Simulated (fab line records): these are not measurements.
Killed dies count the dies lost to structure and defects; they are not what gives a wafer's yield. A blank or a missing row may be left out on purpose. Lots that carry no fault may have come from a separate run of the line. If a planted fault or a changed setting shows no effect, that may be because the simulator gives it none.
Comparing a struck lot with a sound one + flow n5Finfet + 16 steps out of a route of 1938
Sound: wafers L436.1, L436.3, L436.5. Struck: wafers L429.1, L429.6. (L429.4 of the same lot was not struck and is left out.) The cause comes at the end.
For every step that has rows: the tool of each side, followed by ch and its chambers, followed by its first start. Under that, the readings that differ: sound wafers + struck wafers + difference of the means + sigmas: that difference in standard deviations of wafers without a fault.
alike: words and numbers the same on both sides, and readings whose means are apart by under 2 such deviations; not compared: readings that were withheld, readings missing a value for some wafer, numbers with overlapping values and no deviation given by the record, and bounds like >300 which may hide the same value.
The two part at a step that has a row with sigmas, a row that says differs or no value, or rows on one side only. Numbers that don't overlap but have no deviation are shown without sigmas and don't part them. A reading that every wafer of one side lacks parts them only if that side has two wafers or more.

N5_HKMG_FIN_CD_MEAS_12: target cd 92.8 nm.
  sound on cdSem-02 ch 0, day 8 06:11; struck on cdSem-01 ch 0, day 6 09:50
  alike: cdNm
N5_HKMG_FIN_OVL_MEAS_13:
  sound on overlay-02 ch 0, day 8 06:13; struck on overlay-01 ch 0, day 6 09:52
  alike: NWFM_OVL
N5_HKMG_FIN_INSPECT_14: inspects for defects (macro).
  struck on defectInspect-01, day 6 09:53; sound on defectInspect-02, day 8 06:14
  alike: rawDefectCount
N5_HKMG_FIN_DESCUM_17: chemistry O2, time 7.9 s.
  sound on rieDiel-05 ch 1,3, day 8 06:16; struck on rieDiel-05 ch 0,1, day 6 10:05
  alike: drypumpMotorCurrentA, oesProductAu, rfVppV, showerheadPlenumPTorr, throttleValvePct
  not compared: rfHoursCounterH
N5_HKMG_FIN_ETCH_31: etches SiARC in CF4, target depth 45.5 nm, time 75.8 s.
  sound on rieDiel-05 ch 1,3, day 8 06:19; struck on rieDiel-05 ch 0,1, day 6 10:07
  alike: drypumpMotorCurrentA, etchRfOnTimeS, mfcArSccm, oesProductAu, rfVppV, showerheadPlenumPTorr, throttleValvePct
  not compared: rfHoursCounterH
N5_HKMG_FIN_ETCH_32: etches SOC in N2/H2, target depth 240 nm, time 300 s.
  sound on rieDiel-05 ch 1,3, day 8 06:22; struck on rieDiel-05 ch 0,1, day 6 10:10
  alike: drypumpMotorCurrentA, oesProductAu, rfVppV, showerheadPlenumPTorr, throttleValvePct
  not compared: rfHoursCounterH
then, 2 steps without rows for these wafers: N5_HKMG_FIN_STRIP_33 (strips in N2/H2); N5_HKMG_FIN_STRIP_34 (strips in CF4).
N5_HKMG_FIN_ETCH_35: etches SOC in N2/H2, target depth 215.8 nm, time 243.4 s.
  sound on rieDiel-05 ch 1,3, day 8 06:34; struck on rieDiel-05 ch 0,1, day 6 10:23
  alike: drypumpMotorCurrentA, oesProductAu, rfVppV, showerheadPlenumPTorr, throttleValvePct
  not compared: rfHoursCounterH
N5_HKMG_FIN_STRIP_92: strips SOC in N2/H2, time 20 s.
  sound on rieDiel-05 ch 1,3, day 8 06:43; struck on rieDiel-05 ch 0,1, day 6 10:32
  alike: drypumpMotorCurrentA, oesProductAu, rfVppV, showerheadPlenumPTorr, throttleValvePct
  not compared: rfHoursCounterH
then, 2 steps without rows for these wafers: N5_HKMG_FIN_WET_ETCH_18 (etches TiN in SC1, time 55 s, target depth 5.2 nm, rinse time 30 s); N5_HKMG_FIN_STRIP_19 (strips in N2/H2, time 360 s).
N5_HKMG_FIN_ALD_91: deposits TiN, target thk 1 nm, pulse time 1 s, purge time 3 s.
  sound on aldMetal-02 ch 0,1,2, day 8 07:15; struck on aldMetal-03 ch 2,3, day 6 11:04
| reading                  | sound | struck        | difference | sigmas |
|--------------------------|-------|---------------|------------|--------|
| coReactantPulseTimeS (s) | 2 2 2 | 1.8913 1.8913 | -0.1087    |        |
  alike: heaterPowerW, precursorPulseHeightRel
then, 1 step without rows for these wafers: N5_HKMG_FIN_COAT_85 (time 60 s, resist thk 300 nm).
-- the record jumps here: 4 days lie between the struck wafers' starts before and after (it left off in module HKMG_FIN and takes up again in module BEOL_M4, whose first step shown is number 1111 of the route) --
N5_BEOL_M4_RC_MEAS_101:
  sound on prober-01 ch 0, day 12 07:28; struck on prober-01 ch 0, day 10 03:45
  alike: DIBL_N, DIBL_P, IOFF_N, IOFF_P, ION_N, ION_P, SS_N, SS_P, VT_N, VT_P
-- record jumps: 4 days separate the struck wafers' starts on either side; left off in module BEOL_M4, taken up again in module PASSIVATION, whose first shown step is the route's number 1936 --
N5_PASSIVATION_PROBE_49:
  struck on prober-01, day 14 06:51; sound on prober-02, day 16 20:39
| reading       | sound  | struck | difference | sigmas |
|---------------|--------|--------|------------|--------|
| killedAtOther | 7 12 5 | 1 0    | -8         | -3     |
  alike: defectLimitedYield, killed_at_M0_to_M3, killed_at_M4_up, killedAtContacts, killedAtFrontEnd, killedDies, killedOpen, killedShort, sort_bin_5_function, sort_bin_6_memory, sortNPass, sortYieldPct

WHERE THEY PART
Within this record, at N5_PASSIVATION_PROBE_49 only.

WHY: whatever the simulator had introduced
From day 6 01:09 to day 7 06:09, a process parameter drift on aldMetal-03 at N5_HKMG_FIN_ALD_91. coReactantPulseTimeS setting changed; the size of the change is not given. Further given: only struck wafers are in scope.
